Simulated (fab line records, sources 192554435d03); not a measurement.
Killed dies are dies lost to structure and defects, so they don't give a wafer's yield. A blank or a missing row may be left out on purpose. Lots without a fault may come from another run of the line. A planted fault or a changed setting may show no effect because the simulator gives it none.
Chamber matching | flow n5_finfet | N5_BEOL_M10_ALD_74 on ald_metal-01: 4 sister chambers
The step deposits TaN, target thk 2 nm, pulse time 2 s, purge time 3 s. 20 wafers are shown with their chamber, then 10 later ones without.

WAFERS WITH THEIR CHAMBER
wafer  | chamber | heater_power_w (W)
L076.2 | 2       | 342
L076.3 | 1       | 340
L076.6 | 3       | 379
L077.1 | 3       | 379
L077.2 | 0       | 434
L077.4 | 2       | 346
L078.1 | 3       | 393
L078.2 | 2       | 342
L078.6 | 0       | 422
L081.1 | 3       | 379
L081.3 | 0       | 416
L081.6 | 0       | 436
L083.3 | 2       | 344
L083.4 | 0       | 429
L083.5 | 1       | 351
L086.1 | 0       | 429
L086.2 | 2       | 341
L086.5 | 1       | 344
L088.1 | 3       | 375
L088.5 | 2       | 343

SIGNATURES (means of the wafers above)
reading        | chamber 0 | chamber 1 | chamber 2 | chamber 3 | scatter within a chamber
heater_power_w | 427.67    | 345.00    | 343.00    | 381.00    | 5.87
Rule: a wafer's distance from a chamber is the root of the sum, over the readings, of the square of ((its reading less the chamber's mean) divided by the reading's scatter). The wafer belongs to the nearest chamber; if the next one is less than 2 further off, it can't be placed. The scatter: the root of (the sum of the squares of (reading less its chamber's mean) over the shown wafers, divided by (wafers less chambers)).

WAFERS WITHOUT THEIR CHAMBER
wafer  | heater_power_w (W)
L088.6 | 388
L091.4 | 371
L091.5 | 431
L091.6 | 379
L092.1 | 351
L092.2 | 430
L092.4 | 345
L096.1 | 357
L096.4 | 419
L096.5 | 340

WHICH CHAMBER EACH WENT THROUGH
wafer  | from the rows above     | in truth
L088.6 | 3                       | 3
L091.4 | 3                       | 3
L091.5 | 0                       | 0
L091.6 | 3                       | 3
L092.1 | can't be placed: 1 or 2 | 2
L092.2 | 0                       | 0
L092.4 | can't be placed: 1 or 2 | 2
L096.1 | can't be placed: 1 or 2 | 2
L096.4 | 0                       | 0
L096.5 | can't be placed: 2 or 1 | 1
Placed correctly: 6 of 10. Can't be placed from these rows: 4 (the true chamber is among the candidates in 4). Placed wrongly: 0.
